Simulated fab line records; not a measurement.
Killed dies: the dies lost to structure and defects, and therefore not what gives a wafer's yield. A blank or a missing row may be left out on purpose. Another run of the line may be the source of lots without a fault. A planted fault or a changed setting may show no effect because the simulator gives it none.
Which tool was responsible? | flow n5Finfet | 9 lots, 27 wafers sampled, at 3 steps of a route of 1938

== WHAT EACH GAUGE READ, for each wafer ==
N5_BEOL_M4_RC_MEAS_101. Usual: DIBL_N 36.3 mV/V, standard deviation 1.4; DIBL_P 36.2 mV/V, standard deviation 1.5; IOFF_N 0.160 nA/um, standard deviation 0.021; IOFF_P 0.211 nA/um, standard deviation 0.027; ION_N 676 uA/um, standard deviation 7.7; ION_P 463 uA/um, standard deviation 5.5; SS_N 71.4 mV/dec, standard deviation 0.57; SS_P 73.3 mV/dec, standard deviation 0.58; VT_N 249.3 mV, standard deviation 2.5; VT_P -250.1 mV, standard deviation 2.6.
lot  | measured     | on        | DIBL_N (mV/V)  | DIBL_P (mV/V)  | IOFF_N (nA/um)    | IOFF_P (nA/um)    | ION_N (uA/um) | ION_P (uA/um) | SS_N (mV/dec)  | SS_P (mV/dec)  | VT_N (mV)         | VT_P (mV)            | flag
L607 | day 8 13:32  | prober-01 | 38.2 37.7 39.7 | 38.3 36.9 38.2 | 0.174 0.154 0.195 | 0.251 0.215 0.248 | 683 675 675   | 471 464 465   | 72.4 72.0 72.0 | 73.7 73.3 73.9 | 248.6 250.5 248.5 | -245.4 -246.7 -249.7 | 
L608 | day 8 18:29  | prober-01 | 34.7 35.4 35.9 | 35.4 35.5 36.0 | 0.147 0.154 0.162 | 0.193 0.193 0.212 | 674 673 676   | 461 457 463   | 70.8 71.6 71.6 | 72.1 73.2 72.9 | 249.7 250.8 249.0 | -250.8 -250.3 -249.7 | 
L614 | day 10 01:46 | prober-01 | 35.9 35.3 35.4 | 37.6 36.3 35.6 | 0.178 0.157 0.154 | 0.229 0.213 0.201 | 687 672 679   | 463 461 461   | 71.1 70.7 70.4 | 73.7 73.3 73.0 | 248.4 251.2 248.0 | -251.9 -250.3 -248.6 | 
L617 | day 10 22:40 | prober-01 | 34.4 36.0 35.0 | 35.3 37.7 35.8 | 0.131 0.168 0.136 | 0.202 0.234 0.205 | 670 674 660   | 464 470 456   | 71.1 71.9 71.7 | 72.9 74.5 73.6 | 252.5 247.5 252.5 | -251.6 -246.9 -250.2 | 
L618 | day 11 06:19 | prober-02 | 36.0 37.8 36.2 | 36.1 38.2 35.8 | 0.147 0.174 0.149 | 0.180 0.200 0.172 | 659 682 663   | 455 460 446   | 72.1 71.9 71.4 | 73.0 74.3 72.8 | 251.5 248.3 252.0 | -253.5 -251.7 -255.1 | 
L625 | day 12 12:07 | prober-02 | 35.1 35.0 34.2 | 33.6 34.5 33.2 | 0.140 0.153 0.135 | 0.178 0.185 0.174 | 667 680 668   | 459 460 455   | 70.2 71.4 70.4 | 72.8 73.0 72.7 | 251.3 246.7 249.4 | -250.3 -255.1 -253.7 | 
L624 | day 12 19:37 | prober-02 | 35.0 35.2 38.0 | 34.3 34.6 37.7 | 0.146 0.144 0.191 | 0.194 0.202 0.251 | 679 667 679   | 467 462 467   | 70.6 70.2 70.8 | 72.6 72.6 73.4 | 249.2 249.8 243.9 | -249.9 -249.2 -248.9 | 
L626 | day 13 08:55 | prober-02 | 36.2 33.3 35.4 | 37.0 34.4 36.0 | 0.155 0.112 0.134 | 0.210 0.168 0.185 | 681 667 676   | 465 460 465   | 71.0 70.5 71.1 | 72.6 72.3 72.1 | 248.7 252.3 250.8 | -248.2 -251.6 -252.4 | 
L627 | day 13 12:47 | prober-01 | 36.7 34.1 34.5 | 38.9 35.2 36.2 | 0.172 0.128 0.141 | 0.245 0.191 0.199 | 678 662 671   | 468 462 461   | 71.2 70.9 70.6 | 73.8 72.5 73.5 | 248.6 250.9 251.8 | -249.6 -248.4 -251.2 | 

N5_BEOL_M6_OCD_MEAS_38. Usual: trenchDepthNm 94.6 nm, standard deviation 1.3.
lot  | measured     | on     | trenchDepthNm (nm) | flag
L607 | day 9 11:43  | ocd-01 | 97.3 95.8 95.5     | 
L608 | day 9 12:14  | ocd-01 | 93.9 93.3 93.5     | 
L614 | day 10 19:19 | ocd-01 | 94.4 94.8 93.8     | 
L617 | day 11 14:31 | ocd-01 | 97.1 96.4 97.7     | 
L618 | day 12 00:58 | ocd-02 | 95.7 95.3 95.7     | 
L625 | day 13 06:31 | ocd-01 | 94.8 93.5 94.6     | 
L624 | day 13 13:10 | ocd-02 | 92.9 93.7 93.5     | 
L626 | day 14 05:09 | ocd-01 | 93.2 93.0 94.8     | 
L627 | day 14 08:19 | ocd-02 | 94.2 93.3 94.0     | 

== WHICH TOOL RAN EACH LOT (tool, then ch and the chambers of the sampled wafers, then the start) ==
lot  | N5_BEOL_M6_TRENCH_ETCH_37
L607 | rieDiel-04 ch 0,2,3, day 9 11:43 or earlier
L608 | rieDiel-06 ch 0,3, day 9 12:14 or earlier
L614 | rieDiel-06 ch 0,1,2, day 10 19:19 or earlier
L617 | rieDiel-04 ch 1,2,3, day 11 14:31 or earlier
L618 | rieDiel-04 ch 2,3, day 12 00:58 or earlier
L625 | rieDiel-05 ch 0,1, day 13 06:31 or earlier
L624 | rieDiel-05 ch 0,1,3, day 13 13:10 or earlier
L626 | rieDiel-06 ch 0,1,3, day 14 05:09 or earlier
L627 | rieDiel-06 ch 0,1,2, day 14 08:19 or earlier
- N5_BEOL_M6_TRENCH_ETCH_37: etches SiCOH lowk in C4F6/O2, target depth 94.435 nm, time 31.5 s.

== WHAT THE TOOLS THEMSELVES READ (means of the sampled wafers that have a number; where no wafer has one, the mark that the record gives instead) ==
N5_BEOL_M6_TRENCH_ETCH_37. Usual: value, then standard deviation, for each; drypumpMotorCurrentA 5.8 A / 0.41; mfcArSccm 300.2 sccm / 0.9; oes_o_777_au 0.80 a.u. / 0.075; oesProductAu 0.81 a.u. / 0.08; rfVppV 667 V / 6.6; showerheadPlenumPTorr 2.88 Torr / 0.091; throttleValvePct 20.74 % / 0.24.
lot  | tool       | drypumpMotorCurrentA (A) | mfcArSccm (sccm) | oes_o_777_au (a.u.) | oesProductAu (a.u.) | rfVppV (V) | showerheadPlenumPTorr (Torr) | throttleValvePct (%) | flag
L607 | rieDiel-04 | 5.6                      | 299.3            | 0.85                | 0.87                | 675        | 2.89                         | 20.83                | 
L608 | rieDiel-06 | 6.1                      | 300.0            | 0.71                | 0.71                | 659        | 2.79                         | 20.68                | 
L614 | rieDiel-06 | 6.0                      | 300.1            | 0.77                | 0.77                | 661        | 2.85                         | 20.84                | 
L617 | rieDiel-04 | 5.8                      | 301.0            | 0.83                | 0.83                | 670        | 2.88                         | 20.76                | 
L618 | rieDiel-04 | 5.7                      | 301.1            | 0.83                | 0.85                | 671        | 2.89                         | 20.79                | 
L625 | rieDiel-05 | 5.5                      | 300.1            | 0.74                | 0.75                | 670        | 2.97                         | 20.84                | 
L624 | rieDiel-05 | 5.6                      | 300.6            | 0.80                | 0.81                | 669        | 2.91                         | 20.83                | 
L626 | rieDiel-06 | 6.3                      | 299.5            | 0.81                | 0.81                | 665        | 2.94                         | 20.64                | 
L627 | rieDiel-06 | 6.0                      | 300.0            | 0.75                | 0.75                | 660        | 2.84                         | 20.89                | 

== THE ANSWER, worked out from the rows above alone ==
Rule: a lot counts as off when the mean over its wafers that have a number is more than 3 standard deviations away from the usual mean. Also off: a lot with no number at a reading for which 4 or more lots have one. All remaining lots with rows at the step are treated as sound. After the gauges, taken in route order, come the tools' own readings; for these a lot's mean is taken, as printed above. The first step at which some lot is off is used, and at that step the reading that is off furthest; a lot without a number counts as furthest.
No lot is off on any of the readings shown, so nothing can be concluded from this.

== WHAT WAS PUT IN BY THE SIMULATOR ==
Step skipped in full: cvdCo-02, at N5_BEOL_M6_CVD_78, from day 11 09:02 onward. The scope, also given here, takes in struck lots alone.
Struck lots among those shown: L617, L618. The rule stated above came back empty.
